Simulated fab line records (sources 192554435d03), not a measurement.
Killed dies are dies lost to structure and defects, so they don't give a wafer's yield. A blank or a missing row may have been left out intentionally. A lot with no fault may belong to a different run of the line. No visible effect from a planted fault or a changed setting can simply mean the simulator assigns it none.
Which tool is to blame? + flow n5-finfet + 9 lots with 27 wafers sampled at 8 steps, on a route of 1938 steps

## WHAT EACH GAUGE READ, for each wafer
N5_BEOL_M4_THK_MEAS_53: measures by xrf. Usual: for M4_THK the level is 39.8 nm and the standard deviation is 1.6.
| lot  | measured     | on            | M4_THK (nm)    | flag |
|------|--------------|---------------|----------------|------|
| L736 | day 8 07:25  | film-metro-01 | 39.9 36.2 38.7 |      |
| L745 | day 10 05:37 | film-metro-01 | 39.7 39.1 40.4 |      |
| L750 | day 11 11:17 | film-metro-02 | 41.4 41.3 40.7 |      |
| L749 | day 11 14:14 | film-metro-01 | 39.0 37.9 39.6 |      |
| L752 | day 11 19:17 | film-metro-01 | 41.6 41.5 42.4 |      |
| L751 | day 12 00:14 | film-metro-02 | 39.8 37.6 40.2 |      |
| L754 | day 12 17:51 | film-metro-02 | 39.8 39.7 41.3 |      |
| L759 | day 13 21:49 | film-metro-02 | 39.6 41.1 41.1 |      |
| L758 | day 13 22:22 | film-metro-02 | 39.3 39.8 38.1 |      |

N5_BEOL_M4_INSPECT_59: inspects for defects (darkfield). Usual: 70 for raw-defect-count, sd 24.
| lot  | measured     | on                | raw-defect-count | flag |
|------|--------------|-------------------|------------------|------|
| L736 | day 8 07:55  | defect-inspect-02 | 73 64 72         |      |
| L745 | day 10 05:55 | defect-inspect-02 | 495 59 60        | OFF  |
| L750 | day 11 11:34 | defect-inspect-02 | 84 71 81         |      |
| L749 | day 11 14:32 | defect-inspect-02 | 87 63 89         |      |
| L752 | day 11 19:34 | defect-inspect-02 | 45 36 77         |      |
| L751 | day 12 00:31 | defect-inspect-01 | 71 67 72         |      |
| L754 | day 12 18:08 | defect-inspect-02 | 67 80 70         |      |
| L759 | day 13 22:08 | defect-inspect-02 | 115 82 79        |      |
| L758 | day 13 22:41 | defect-inspect-02 | 77 44 52         |      |

N5_BEOL_M4_RC_MEAS_101. Usual: DIBL_N 36.5 mV/V, standard deviation 1.7; DIBL_P 36.3 mV/V, standard deviation 2.1; IOFF_N 0.16 nA/um, standard deviation 0.036; IOFF_P 0.21 nA/um, standard deviation 0.037; ION_N 676 uA/um, standard deviation 12; ION_P 462 uA/um, standard deviation 7.6; SS_N 71.5 mV/dec, standard deviation 0.68; SS_P 73.3 mV/dec, standard deviation 0.63; VT_N 249 mV, standard deviation 3.5; VT_P -250 mV, standard deviation 3.5.
| lot  | measured     | on        | DIBL_N (mV/V)  | DIBL_P (mV/V)  | IOFF_N (nA/um) | IOFF_P (nA/um) | ION_N (uA/um) | ION_P (uA/um) | SS_N (mV/dec)  | SS_P (mV/dec)  | VT_N (mV)   | VT_P (mV)      | flag |
|------|--------------|-----------|----------------|----------------|----------------|----------------|---------------|---------------|----------------|----------------|-------------|----------------|------|
| L736 | day 8 08:06  | prober-01 | 36.5 37.3 37.0 | 36.5 37.2 36.9 | 0.18 0.20 0.19 | 0.22 0.23 0.22 | 682 687 685   | 472 463 466   | 71.6 72.3 72.0 | 73.3 73.7 73.5 | 248 247 244 | -248 -250 -248 |      |
| L745 | day 10 05:56 | prober-02 | 34.7 36.8 37.5 | 33.5 34.8 36.9 | 0.12 0.16 0.18 | 0.15 0.16 0.20 | 657 676 683   | 450 452 455   | 71.4 71.7 71.2 | 73.0 72.9 73.3 | 250 249 248 | -257 -256 -254 |      |
| L750 | day 11 11:36 | prober-02 | 38.1 35.3 36.1 | 39.7 36.3 37.3 | 0.23 0.17 0.19 | 0.26 0.21 0.22 | 695 685 688   | 469 467 466   | 73.0 71.8 71.5 | 73.4 73.4 73.4 | 244 250 248 | -248 -250 -252 |      |
| L749 | day 11 14:52 | prober-02 | 36.1 38.9 36.0 | 35.1 38.4 34.6 | 0.16 0.22 0.15 | 0.25 0.31 0.23 | 675 694 673   | 479 476 475   | 70.8 72.2 71.7 | 73.5 73.6 72.5 | 247 245 247 | -244 -239 -249 |      |
| L752 | day 11 19:54 | prober-01 | 36.5 33.6 35.1 | 37.1 34.0 36.0 | 0.16 0.13 0.14 | 0.22 0.18 0.21 | 674 667 667   | 461 460 461   | 71.1 70.8 71.1 | 73.9 73.0 73.9 | 252 252 253 | -251 -254 -249 |      |
| L751 | day 12 00:33 | prober-02 | 36.0 34.1 35.2 | 36.6 34.7 36.3 | 0.15 0.13 0.15 | 0.21 0.19 0.21 | 667 677 675   | 456 466 466   | 72.2 71.1 71.9 | 73.3 73.0 73.5 | 252 251 251 | -250 -250 -250 |      |
| L754 | day 12 18:10 | prober-02 | 38.1 37.3 36.4 | 39.1 38.4 37.8 | 0.23 0.21 0.19 | 0.26 0.26 0.24 | 689 701 693   | 467 477 473   | 72.1 71.9 71.6 | 73.5 73.4 74.1 | 245 243 247 | -246 -247 -248 |      |
| L759 | day 13 22:10 | prober-01 | 39.0 36.7 35.6 | 37.7 36.5 34.4 | 0.19 0.16 0.13 | 0.24 0.24 0.19 | 679 689 679   | 463 480 464   | 73.4 70.5 71.2 | 74.3 73.0 72.9 | 246 248 250 | -247 -246 -252 |      |
| L758 | day 13 22:52 | prober-02 | 38.3 36.6 35.1 | 38.7 36.7 35.0 | 0.19 0.14 0.14 | 0.25 0.23 0.20 | 673 654 668   | 469 459 462   | 72.7 71.7 71.7 | 73.5 73.3 73.1 | 246 253 250 | -248 -248 -249 |      |

N5_BEOL_M5_INSPECT_13: inspects for defects (brightfield). Usual: 379 for raw-defect-count, sd 80.
| lot  | measured     | on                | raw-defect-count | flag |
|------|--------------|-------------------|------------------|------|
| L736 | day 8 10:58  | defect-inspect-02 | 403 316 305      |      |
| L745 | day 10 08:44 | defect-inspect-02 | 795 359 326      |      |
| L750 | day 11 14:31 | defect-inspect-02 | 369 298 496      |      |
| L749 | day 11 16:48 | defect-inspect-02 | 307 335 357      |      |
| L752 | day 12 00:54 | defect-inspect-01 | 289 329 262      |      |
| L751 | day 12 03:52 | defect-inspect-01 | 442 371 390      |      |
| L754 | day 12 20:58 | defect-inspect-01 | 486 494 637      |      |
| L759 | day 14 00:58 | defect-inspect-01 | 461 326 389      |      |
| L758 | day 14 01:08 | defect-inspect-02 | 372 237 257      |      |

N5_BEOL_M5_INSPECT_30: inspects for defects (brightfield). Usual: 378 for raw-defect-count, sd 82.
| lot  | measured     | on                | raw-defect-count | flag |
|------|--------------|-------------------|------------------|------|
| L736 | day 8 12:03  | defect-inspect-02 | 409 298 328      |      |
| L745 | day 10 10:31 | defect-inspect-02 | 780 389 304      |      |
| L750 | day 11 16:41 | defect-inspect-02 | 362 282 498      |      |
| L749 | day 11 19:11 | defect-inspect-02 | 309 337 338      |      |
| L752 | day 12 03:36 | defect-inspect-01 | 272 317 266      |      |
| L751 | day 12 06:20 | defect-inspect-01 | 440 374 380      |      |
| L754 | day 12 21:50 | defect-inspect-02 | 505 523 641      |      |
| L759 | day 14 02:59 | defect-inspect-01 | 448 318 377      |      |
| L758 | day 14 03:10 | defect-inspect-02 | 376 252 245      |      |

## TOOL THAT RAN EACH LOT (tool first, then ch and the chambers of the sampled wafers, then the start)
| lot  | N5_BEOL_M4_SPUTTER_92        | N5_BEOL_M4_ANNEAL_51             | N5_BEOL_M4_PRE_CLEAN_56         |
|------|------------------------------|----------------------------------|---------------------------------|
| L736 | pvd-sputter-02, day 8 06:00  | rtp-anneal-02 ch 0, day 8 06:41  | pecvd-04 ch 0,2, day 8 07:48    |
| L745 | pvd-sputter-03, day 10 04:23 | rtp-anneal-01 ch 0, day 10 05:02 | pecvd-04 ch 0,1,2, day 10 05:47 |
| L750 | pvd-sputter-02, day 11 09:50 | rtp-anneal-01 ch 0, day 11 10:41 | pecvd-01 ch 0,1,2, day 11 11:27 |
| L749 | pvd-sputter-02, day 11 13:00 | rtp-anneal-01 ch 0, day 11 13:43 | pecvd-03 ch 1,2, day 11 14:24   |
| L752 | pvd-sputter-01, day 11 18:02 | rtp-anneal-02 ch 0, day 11 18:46 | pecvd-01 ch 0,2, day 11 19:26   |
| L751 | pvd-sputter-03, day 11 23:01 | rtp-anneal-01 ch 0, day 11 23:39 | pecvd-03 ch 0,1, day 12 00:25   |
| L754 | pvd-sputter-03, day 12 16:37 | rtp-anneal-02 ch 0, day 12 17:15 | pecvd-01 ch 1,2, day 12 18:01   |
| L759 | pvd-sputter-01, day 13 20:19 | rtp-anneal-02 ch 0, day 13 20:57 | pecvd-04 ch 0,2, day 13 22:01   |
| L758 | pvd-sputter-03, day 13 20:26 | rtp-anneal-02 ch 0, day 13 21:35 | pecvd-04 ch 0,1,2, day 13 22:34 |
- N5_BEOL_M4_SPUTTER_92: material Cu, target thk 4.5 nm, time 8.29 s.
- N5_BEOL_M4_ANNEAL_51: time 90 s.
- N5_BEOL_M4_PRE_CLEAN_56: time 15 s.

## AS READ BY THE TOOLS THEMSELVES (means over the sampled wafers that have a number; for cases with no such wafer, the mark the record gives instead)
N5_BEOL_M4_SPUTTER_92. Usual: 30.1 % for throttle-valve-pct, sd 0.64.
| lot  | tool           | throttle-valve-pct (%) | flag |
|------|----------------|------------------------|------|
| L736 | pvd-sputter-02 | 29.9                   |      |
| L745 | pvd-sputter-03 | 30.3                   |      |
| L750 | pvd-sputter-02 | 29.7                   |      |
| L749 | pvd-sputter-02 | 30.5                   |      |
| L752 | pvd-sputter-01 | 29.9                   |      |
| L751 | pvd-sputter-03 | 30.4                   |      |
| L754 | pvd-sputter-03 | 30.0                   |      |
| L759 | pvd-sputter-01 | 30.2                   |      |
| L758 | pvd-sputter-03 | 30.5                   |      |

N5_BEOL_M4_ANNEAL_51. Usual: 226.08 for wafer_temp_C_max, sd 0.28.
| lot  | tool          | wafer_temp_C_max | flag |
|------|---------------|------------------|------|
| L736 | rtp-anneal-02 | 226.30           |      |
| L745 | rtp-anneal-01 | 226.12           |      |
| L750 | rtp-anneal-01 | 226.01           |      |
| L749 | rtp-anneal-01 | 225.94           |      |
| L752 | rtp-anneal-02 | 226.20           |      |
| L751 | rtp-anneal-01 | 226.36           |      |
| L754 | rtp-anneal-02 | 225.74           |      |
| L759 | rtp-anneal-02 | 226.09           |      |
| L758 | rtp-anneal-02 | 226.05           |      |

## THE ANSWER, worked out from the rows above alone
Rule: take the mean of a lot's wafers that have a number; if it is more than 3 standard deviations from the usual mean, the lot is off. A lot without any number at a reading at which 4 lots or more have one is off too. Where the step has rows for the other lots, those lots are counted as sound. First the gauges in route order, then the tools' own readings, where a lot's mean is used as printed above. The first step at which some lot is off is used, and at that step the reading that is off furthest; a lot without a number counts as furthest.
Off at N5_BEOL_M4_INSPECT_59 (raw-defect-count): L745.
If a tool, at a process step before that reading, ran all the lots that are off and no sound lot after the first of them, it fits. Those tools and the gauges at N5_BEOL_M4_INSPECT_59 are tried in the same way. Of those tried, none fits.

## WHAT THE SIMULATOR HAD INSERTED
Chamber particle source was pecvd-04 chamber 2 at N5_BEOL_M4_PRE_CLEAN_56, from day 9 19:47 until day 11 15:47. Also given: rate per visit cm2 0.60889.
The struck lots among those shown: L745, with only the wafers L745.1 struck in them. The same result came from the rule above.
